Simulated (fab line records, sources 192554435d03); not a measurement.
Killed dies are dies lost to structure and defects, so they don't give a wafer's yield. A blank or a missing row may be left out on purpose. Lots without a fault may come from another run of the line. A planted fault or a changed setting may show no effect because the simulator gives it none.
Problem report in the 8D (eight disciplines) form, filled by code | flow n5_finfet | the parts of the form that need people (team, actions taken, sign-off) are left out

1. THE PROBLEM
M1_ILD_THK at N5_BEOL_M1_THK_MEAS_01 reads a mean of 122.5 nm on 3 wafers of 2 lots; wafers without a fault read 79.4 nm with a standard deviation of 1.2. That is +36 standard deviations from the usual mean.
First seen on wafer L669.4, day 10 01:57, on film_metro-02. The record holds 27 wafers of 9 lots with a number at this step. Rule for "out", or "out of limits": more than 4 standard deviations from the usual mean. The other wafers with a number count as sound.

2. WHAT IT IS AND WHAT IT IS NOT
question                    | is                           | is not
which readings at this step | M1_ILD_THK                   | -
which lots                  | L669, L671                   | L657, L658, L660, L663, L668, L675, L677
which wafers of those lots  | L669.4, L669.5, L671.5       | L669.6, L671.1, L671.3
read on which gauges        | film_metro-01, film_metro-02 | -
when                        | from day 10 01:57            | up to then (16 sound wafers); but 8 sound wafers of L671, L675, L677 came after

3. SUSPECTS, AND WHAT RULES EACH OUT
Counting: a tool at a process step up to the reading stays a suspect if it ran every lot that is out. Sound lots after the first of them don't rule it out here, since some wafers of a struck lot are sound.
- the gauge at N5_BEOL_M1_THK_MEAS_01: ruled out. The wafers that are out were read on 2 gauges (film_metro-01, film_metro-02).
- pecvd-04 at N5_BEOL_M1_ILD_DEP_00 (deposits SiOC from DEMS/O2, target thk 79 nm, time 15.3 s): kept. It ran every lot that is out, first L669 (day 10 01:53); its last sound lot up to then is L658 (day 7 00:40).
- Within pecvd-04 at N5_BEOL_M1_ILD_DEP_00: the wafers that are out ran in chamber 0; their sound lot-mates ran in chamber 1.
Left after counting: pecvd-04 at N5_BEOL_M1_ILD_DEP_00.

4. THE CAUSE (what the simulator had put in)
Process parameter drift: pecvd-04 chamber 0, from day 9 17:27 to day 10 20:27, at N5_BEOL_M1_ILD_DEP_00. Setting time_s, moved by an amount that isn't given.
Counting left only this tool.

5. THE CHAIN OF EFFECTS, in route order
Each row: a reading whose mean over the struck wafers that have a number lies more than 3 standard deviations from the usual. Only readings for which the record gives a usual standard deviation are gone through. hours: the time from each lot's start at the first step in this table that gives one to its start at this step, as a median over the lots. sigmas: the change in usual standard deviations.
hours | step                    | reading              | usual   | on struck wafers | change | sigmas
0     | N5_BEOL_M1_THK_MEAS_01  | M1_ILD_THK           | 79.4 nm | 122.5            | +43.1  | +36
161   | N5_PASSIVATION_PROBE_49 | defect_limited_yield | 91.3 %  | 0.0              | -91.3  | -70
161   | N5_PASSIVATION_PROBE_49 | killed_at_M0_to_M3   | 35      | 1111             | +1076  | +99 or more
161   | N5_PASSIVATION_PROBE_49 | killed_dies          | 103     | 1180             | +1077  | +72
161   | N5_PASSIVATION_PROBE_49 | killed_on_rim        | 14      | 152              | +138   | +34
161   | N5_PASSIVATION_PROBE_49 | sort_bin_5_function  | 5.1 %   | 97.2             | +92.1  | +99 or more
161   | N5_PASSIVATION_PROBE_49 | sort_n_pass          | 1077    | 0                | -1077  | -72
161   | N5_PASSIVATION_PROBE_49 | sort_yield_pct       | 91.3 %  | 0.0              | -91.3  | -70
The process steps in it:
- N5_PASSIVATION_PROBE_49

6. WHAT WOULD HAVE CAUGHT IT SOONER
In this record the first reading out of limits at a measuring or inspecting step was taken at day 10 01:57, 8 hours after the fault began at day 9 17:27.
Of the tool readings at N5_BEOL_M1_ILD_DEP_00 for which the record gives a usual standard deviation, none was out on any struck wafer, so an alarm limit of 4 standard deviations on them would not have fired.
Of the lots that are out (2), L671 began N5_BEOL_M1_ILD_DEP_00 on pecvd-04 after day 10 01:57. A hold on the tool at that time would have spared it.
